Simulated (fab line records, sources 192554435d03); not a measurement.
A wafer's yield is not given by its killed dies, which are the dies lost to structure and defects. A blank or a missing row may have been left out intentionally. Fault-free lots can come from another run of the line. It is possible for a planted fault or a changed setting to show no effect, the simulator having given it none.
Chamber matching || flow n5Finfet || N5_BEOL_M5_CURE_79 on uvCure-03: 3 sister chambers
The step cures SiCOH lowk, time 240 s. 6 wafers are shown with their chamber, then 7 later ones without.

== WAFERS PAIRED WITH THEIR CHAMBERS ==
{"wafer": "L087.4", "chamber": 0, "wafer_temp_C_max": 386.1, "lampPowerPct (%)": 52.34}
{"wafer": "L087.5", "chamber": 0, "wafer_temp_C_max": 386.0, "lampPowerPct (%)": 52.29}
{"wafer": "L088.4", "chamber": 2, "wafer_temp_C_max": 386.3, "lampPowerPct (%)": 52.32}
{"wafer": "L088.5", "chamber": 2, "wafer_temp_C_max": 386.6, "lampPowerPct (%)": 52.28}
{"wafer": "L093.1", "chamber": 1, "wafer_temp_C_max": 386.2, "lampPowerPct (%)": 52.29}
{"wafer": "L093.4", "chamber": 1, "wafer_temp_C_max": 386.2, "lampPowerPct (%)": 52.25}

== WAFERS WITH NO CHAMBER GIVEN ==
{"wafer": "L093.6", "wafer_temp_C_max": 386.2, "lampPowerPct (%)": 52.37}
{"wafer": "L094.2", "wafer_temp_C_max": 386.8, "lampPowerPct (%)": 52.39}
{"wafer": "L094.4", "wafer_temp_C_max": 386.7, "lampPowerPct (%)": 52.28}
{"wafer": "L094.5", "wafer_temp_C_max": 386.0, "lampPowerPct (%)": 52.43}
{"wafer": "L095.3", "wafer_temp_C_max": 386.7, "lampPowerPct (%)": 52.40}
{"wafer": "L095.5", "wafer_temp_C_max": 386.3, "lampPowerPct (%)": 52.30}
{"wafer": "L095.6", "wafer_temp_C_max": 386.2, "lampPowerPct (%)": 52.16}

== WHICH CHAMBER EACH WENT THROUGH ==
{"wafer": "L093.6", "from the rows above": "can't be placed: 0 or 2 or 1", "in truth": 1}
{"wafer": "L094.2", "from the rows above": 2, "in truth": 2}
{"wafer": "L094.4", "from the rows above": "can't be placed: 2 or 1", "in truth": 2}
{"wafer": "L094.5", "from the rows above": "can't be placed: 0 or 1 or 2", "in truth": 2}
{"wafer": "L095.3", "from the rows above": "can't be placed: 2 or 1 or 0", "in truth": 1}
{"wafer": "L095.5", "from the rows above": "can't be placed: 2 or 1 or 0", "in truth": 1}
{"wafer": "L095.6", "from the rows above": "can't be placed: 1 or 2 or 0", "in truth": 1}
1 of 7 placed correctly. Unplaceable from these rows: 6, with the true chamber sitting among the candidates in 6. Wrongly placed: 0.
How it was worked out, from the rows above alone: a wafer's distance from a chamber is the root of the sum, over the readings, of the square of ((its reading less the chamber's mean) divided by the reading's scatter). The wafer belongs to the nearest chamber; if the next one is less than 2 further off, it can't be placed. Each chamber's mean is taken over the wafers shown for it. The scatter: the root of (the sum of the squares of (reading less its chamber's mean) over the shown wafers, divided by (wafers less chambers)).
